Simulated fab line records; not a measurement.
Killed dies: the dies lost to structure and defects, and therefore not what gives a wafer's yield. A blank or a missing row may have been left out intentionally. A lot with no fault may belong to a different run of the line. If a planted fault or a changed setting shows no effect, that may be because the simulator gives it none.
A struck lot beside a sound one -- flow n5-finfet -- 16 steps out of a route of 1938
Sound: wafers L260.1, L260.2, L260.6. Struck: wafer L266.2. (L266.4, L266.5 of the same lot were not struck and are left out.) The cause comes at the end.
Per side, at each step with rows, come the tool, then ch with its chambers, and then its first start. Under that, the readings that differ: sound wafers -- struck wafers -- difference of the means -- sigmas: that difference in standard deviations of wafers without a fault.
alike: same words and numbers on both sides, and readings whose means sit less than 2 such deviations apart. not compared: any withheld reading, any reading some wafer has no value for, any bound like >300 that may hide the same value, and any number with overlapping values for which the record gives no deviation.
Wherever a step has rows on one side only, a row that says differs or no value, or a row with sigmas, the two part there. Numbers that have no deviation but don't overlap get no sigmas and don't part them. Lack of a reading on every wafer of one side parts them only where that side has two or more wafers.

first, 7 steps without rows for these wafers: N5_BEOL_M4_COAT_76 (time 60 s, resist thk 5 nm); N5_BEOL_M4_COAT_22 (resist thk 30 nm); N5_BEOL_M4_EBR_24; N5_BEOL_M4_SOFTBAKE_23 (time 60 s); N5_BEOL_M4_EXPOSE_25 (exposes mask V3, defocus 5 nm); N5_BEOL_M4_PEB_26 (peb time 60 s); N5_BEOL_M4_DEVELOP_27 (develop time 30 s).
N5_BEOL_M4_CD_MEAS_28: target cd 26.2 nm, target cd y 24.1 nm.
  sound on cd-sem-02 ch 0, day 8 05:08; struck on cd-sem-01 ch 0, day 9 11:34
  alike: cd-nm
N5_BEOL_M4_OVL_MEAS_29:
  sound on overlay-01 ch 0, day 8 05:10; struck on overlay-02 ch 0, day 9 11:37
  alike: V3_OVL
N5_BEOL_M4_INSPECT_30: inspects for defects (brightfield).
  sound: defect-inspect-02 at day 8 05:13; struck: defect-inspect-01 at day 9 11:40
reading,sound,struck,difference,sigmas
raw-defect-count,540 491 608,336,-210,-2
N5_BEOL_M4_DESCUM_33: chemistry O2, time 7 s.
  sound on rie-diel-01 ch 1,2,3, day 8 05:15; struck on rie-diel-01 ch 2, day 9 11:41
  alike: drypump-motor-current-A, oes-product-au, rf-vpp-V, showerhead-plenum-p-Torr, temp-c, throttle-valve-pct
  not compared: rf-hours-counter-h
N5_BEOL_M4_ETCH_77: etches underlayer in N2/H2, target depth 6.5 nm, time 5.2 s.
  sound on rie-diel-01 ch 1,2,3, day 8 05:17; struck on rie-diel-01 ch 2, day 9 11:44
  alike: drypump-motor-current-A, etch-rf-on-time-s, oes-product-au, rf-vpp-V, showerhead-plenum-p-Torr, throttle-valve-pct
  not compared: rf-hours-counter-h
N5_BEOL_M4_ETCH_69: etches SiARC in CF4, target depth 15.6 nm, time 26 s.
  sound on rie-diel-01 ch 1,2,3, day 8 05:18; struck on rie-diel-01 ch 2, day 9 11:44
reading,sound,struck,difference,sigmas
etch-rf-on-time-s (s),26.8 26.6 27.1,30.9,+4.1,+10
  alike: drypump-motor-current-A, oes-product-au, rf-vpp-V, showerhead-plenum-p-Torr, throttle-valve-pct
  not compared: rf-hours-counter-h
N5_BEOL_M4_ALD_98: deposits SiO2, target thk 2.5 nm, pulse time 1 s, co reactant pulse time 1 s.
  sound on ald-sin-04 ch 0,3, day 8 05:35; struck on ald-sin-04 ch 3, day 9 12:02
  alike: heater-power-outer-w, heater-power-w, precursor-pulse-height-rel
N5_BEOL_M4_RC_MEAS_101:
  sound on prober-02 ch 0, day 8 15:31; struck on prober-01 ch 0, day 9 20:46
reading,sound,struck,difference,sigmas
IOFF_P (nA/um),0.230 0.201 0.270,0.179,-0.055,-2
ION_P (uA/um),462 465 470,445,-21,-3
VT_P (mV),-247 -249 -244,-255,-8,-3
  alike: DIBL_N, DIBL_P, IOFF_N, ION_N, SS_N, SS_P, VT_N
-- a jump in the record: the struck wafers' starts before and after are 4 days apart (it breaks off in module BEOL_M4 and resumes in module PASSIVATION, where the first step shown is number 1936 of the route) --
N5_PASSIVATION_PROBE_49:
  sound: prober-01 at day 13 09:02; struck: prober-01 at day 14 08:01
reading,sound,struck,difference,sigmas
killed_at_M0_to_M3,44 54 48,17,-32,-3
  alike: defect-limited-yield, killed_at_M4_up, killed-at-contacts, killed-at-front-end, killed-at-other, killed-dies, killed-open, killed-short, sort_bin_5_function, sort_bin_6_memory, sort-n-pass, sort-yield-pct

WHERE THEY PART
Last at N5_PASSIVATION_PROBE_49 as far as this record goes, first at N5_BEOL_M4_INSPECT_30.

WHY: the cause the simulator had injected
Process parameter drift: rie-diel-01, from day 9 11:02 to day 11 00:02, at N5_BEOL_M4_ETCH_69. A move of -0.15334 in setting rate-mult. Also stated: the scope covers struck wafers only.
